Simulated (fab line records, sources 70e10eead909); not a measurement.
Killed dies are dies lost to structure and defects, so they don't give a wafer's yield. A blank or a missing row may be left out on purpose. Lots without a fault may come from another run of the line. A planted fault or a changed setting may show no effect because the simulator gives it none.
Chamber matching | flow nand_harc | NHARC_A_STAIRCASE_TRIM_20 on rie_diel-04: 4 sister chambers
The step chemistry O2, time 211.2 s. 4 wafers are shown with their chamber, then 7 later ones without.

WAFERS WITH THEIR CHAMBER
wafer  | chamber | showerhead_plenum_p_Torr (Torr)
L084.5 | 0       | 3.72
L084.6 | 3       | 3.36
L086.1 | 1       | 3.48
L086.5 | 2       | 3.29

WAFERS WITHOUT THEIR CHAMBER
wafer  | showerhead_plenum_p_Torr (Torr)
L086.6 | 3.36
L088.4 | 3.29
L088.5 | 3.72
L088.6 | 3.35
L095.2 | 3.46
L095.3 | 3.34
L095.5 | 3.81

WHICH CHAMBER EACH WENT THROUGH
wafer  | from the rows above     | in truth
L086.6 | can't be placed: 3 or 2 | 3
L088.4 | can't be placed: 2 or 3 | 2
L088.5 | 0                       | 0
L088.6 | can't be placed: 3 or 2 | 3
L095.2 | 1                       | 1
L095.3 | can't be placed: 3 or 2 | 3
L095.5 | 0                       | 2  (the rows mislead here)
Placed correctly: 2 of 7. Can't be placed from these rows: 4 (the true chamber is among the candidates in 4). Placed wrongly: 1.
How it was worked out, from the rows above alone: a wafer's distance from a chamber is the root of the sum, over the readings, of the square of ((its reading less the chamber's mean) divided by the reading's scatter). The wafer belongs to the nearest chamber; if the next one is less than 2 further off, it can't be placed. A chamber's mean is the mean of its shown wafers. The scatter: with one shown wafer a chamber, the root of the mean of the squares of how far each hidden wafer lies from its nearest shown one.
